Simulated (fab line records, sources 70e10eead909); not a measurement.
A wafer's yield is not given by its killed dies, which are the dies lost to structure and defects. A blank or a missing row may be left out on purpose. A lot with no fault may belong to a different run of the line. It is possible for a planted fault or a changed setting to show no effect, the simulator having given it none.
Struck lot and sound lot, side by side / flow nand-harc / 41 out of 1159 route steps
Sound: the wafers L185.2, L185.3, L185.5. Struck: wafer L189.2. (L189.4, L189.5 of the same lot were not struck and are left out.) The cause comes at the end.
Order at every step that has rows: each side's tool, ch and its chambers, its first start. Under that, the readings that differ: sound wafers / struck wafers / difference of the means / sigmas: that difference in standard deviations of wafers without a fault.
alike: readings whose means differ by less than 2 such deviations, and words and numbers that are the same on both sides. not compared: withheld readings, readings that some wafer has no value for, bounds like >300 that may hide the same value, and numbers for which the record gives no deviation and whose values overlap.
Wherever a step has rows on one side only, a row that says differs or no value, or a row with sigmas, the two part there. Numbers that don't overlap but have no deviation are shown without sigmas and don't part them. Lack of a reading on every wafer of one side parts them only where that side has two or more wafers.

NHARC_A_M1_OVL_MEAS_10: pitch 240 nm.
  sound on overlay-02, day 18 09:56; struck on overlay-02, day 20 23:52
reading=overlay-x-nm (nm); sound=-1.3 -1.7 -1.5; struck=1.1; difference=+2.6; sigmas=+2
  alike: overlay-y-nm
NHARC_A_M1_INSPECT_11:
  sound on defect-inspect-01, day 18 09:58; struck on defect-inspect-01, day 20 23:55
  alike: raw-defect-count
then, 1 step without rows for these wafers: NHARC_A_M1_DESCUM_14 (chemistry O2, time 3 s).
NHARC_A_M1_ETCH_35: etches the open film in N2/H2, target depth 40 nm, overetch 12 nm, time 43.94 s.
  sound on rie-diel-05 ch 0,2, day 18 10:07; struck on rie-diel-11 ch 1, day 21 00:04
reading=showerhead-plenum-p-Torr (Torr); sound=2.13 2.21 2.21; struck=1.89; difference=-0.29; sigmas=-2
  alike: drypump-motor-current-A, h2-flow-sccm, oes-product-au, rf-vpp-V, throttle-valve-pct
  not compared: rf-hours-counter-h
then, 1 step without rows for these wafers: NHARC_A_M1_ETCH_15 (etches the open film in C4F8/Ar, target depth 182.5 nm, time 91.2 s).
NHARC_A_M1_CD_MEAS_16:
  sound on cd-sem-01, day 18 10:20; struck on cd-sem-02, day 21 00:17
  alike: cd-nm
NHARC_A_M1_STRIP_18: strips in N2/H2.
  sound on rie-diel-07 ch 0,1,3, day 18 10:26; struck on rie-diel-07 ch 1, day 21 00:21
  alike: drypump-motor-current-A, h2-flow-sccm, oes-product-au, rf-vpp-V, showerhead-plenum-p-Torr, throttle-valve-pct
  not compared: rf-hours-counter-h
then, 4 steps without rows for these wafers: NHARC_A_M1_ETCH_28 (etches the open film in CF4/N2, target depth 30 nm, time 72.99 s); NHARC_A_M1_STRIP_19 (strips in post etch residue remover, time 600 s); NHARC_A_M1_DEGAS_29 (time 60 s); NHARC_A_M1_PRE_CLEAN_30 (time 30 s).
NHARC_A_M1_PVD_20: deposits TaN, target thk 5 nm, time 8.06 s.
  sound on pvd-sputter-01; struck on pvd-sputter-03
reading=chamber-pressure-pa (Pa); sound=0.12003 0.12055 0.12031; struck=0.11979; difference=-0.00051; sigmas=-2
reading=throttle-valve-pct (%); sound=30.1 30.2 30.1; struck=27.5; difference=-2.6; sigmas=-2
  alike: substrate-temp-c
NHARC_A_M1_PVD_21: deposits Cu, target thk 30 nm, time 20.49 s.
  sound on pvd-sputter-01, day 18 11:16; struck on pvd-sputter-03, day 21 01:15
reading=throttle-valve-pct (%); sound=30.0 30.3 30.1; struck=27.4; difference=-2.7; sigmas=-2
  alike: chamber-pressure-pa, substrate-temp-c
then, 1 step without rows for these wafers: NHARC_A_M1_ECD_22 (material Cu, target thk 400 nm).
NHARC_A_M1_ANNEAL_31: time 90 s.
  sound on rtp-anneal-01 ch 0, day 18 11:50; struck on rtp-anneal-02 ch 0, day 21 01:48
  alike: wafer_temp_C_max
then, 2 steps without rows for these wafers: NHARC_A_M1_CMP_23 (polishes, t overpolish 20 s, target thk 154.34 nm); NHARC_A_M1_SRD_25.
NHARC_A_M1_INSPECT_27:
  sound on defect-inspect-01, day 18 12:36; struck on defect-inspect-01, day 21 02:37
  alike: raw-defect-count
then, 1 step without rows for these wafers: NHARC_A_M1_PRE_CLEAN_32 (time 12 s).
NHARC_A_M1_DEP_33: deposits SiCN, target thk 30 nm.
  sound on pecvd-04 ch 1,2, day 18 12:50; struck on pecvd-02 ch 2, day 21 02:45
reading=heater-power-w (W); sound=425 794 796; struck=413; difference=-259; sigmas=-2
then, 2 steps without rows for these wafers: NHARC_A_BONDPAD_DEP_00 (deposits SiCN, target thk 250 nm); NHARC_A_BONDPAD_CMP_29 (polishes SiCN, target thk 200 nm).
NHARC_A_BONDPAD_THK_MEAS_30: measures by ellipsometry.
  rows exist in the record for the sound wafers here (film-metro-02, day 18 14:01), none for the struck ones
then, 10 steps without rows for these wafers: NHARC_A_BONDPAD_SRD_31; NHARC_A_BONDPAD_DEHYDRATE_01 (time 120 s); NHARC_A_BONDPAD_HMDS_02 (time 30 s); NHARC_A_BONDPAD_COAT_33 (time 65 s); NHARC_A_BONDPAD_COAT_03 (resist thk 600 nm); NHARC_A_BONDPAD_SOFTBAKE_04 (time 70 s); NHARC_A_BONDPAD_EBR_05; NHARC_A_BONDPAD_EXPOSE_06 (exposes mask A BPAD); NHARC_A_BONDPAD_PEB_07 (peb time 80 s); NHARC_A_BONDPAD_DEVELOP_08 (time 50 s).
NHARC_A_BONDPAD_CD_MEAS_09: target cd 500 nm.
  the record has rows for the sound wafers here (cd-sem-02 ch 0, day 18 14:28) and none for the struck ones
NHARC_A_BONDPAD_OVL_MEAS_35:
  rows exist in the record for the sound wafers here (overlay-01, day 18 14:33), none for the struck ones
then, 4 steps without rows for these wafers: NHARC_A_BONDPAD_HARDBAKE_10 (time 65 s); NHARC_A_BONDPAD_DESCUM_11 (chemistry O2, time 3 s); NHARC_A_BONDPAD_ETCH_34 (etches the open film in N2/H2, target depth 60 nm, overetch 18 nm, time 65.91 s); NHARC_A_BONDPAD_ETCH_12 (etches the open film in CHF3/O2, target depth 220 nm, time 110 s).
NHARC_A_BONDPAD_CD_MEAS_13:
  rows exist in the record for the sound wafers here (cd-sem-03, day 18 14:59), none for the struck ones
-- break in the record here, with 3 days between the starts of the struck wafers on either side (left off in module A_BONDPAD, picked up again in module END, where the first step shown is number 1159 on the route) --
NHARC_END_SORT_01:
  here the record holds rows for the struck wafers (prober-02 ch 0, day 24 08:56) but none for the sound ones

## WHERE THEY PART
Last at NHARC_END_SORT_01 as far as this record goes, first at NHARC_A_M1_OVL_MEAS_10.

WHY: what had been put in by the simulator
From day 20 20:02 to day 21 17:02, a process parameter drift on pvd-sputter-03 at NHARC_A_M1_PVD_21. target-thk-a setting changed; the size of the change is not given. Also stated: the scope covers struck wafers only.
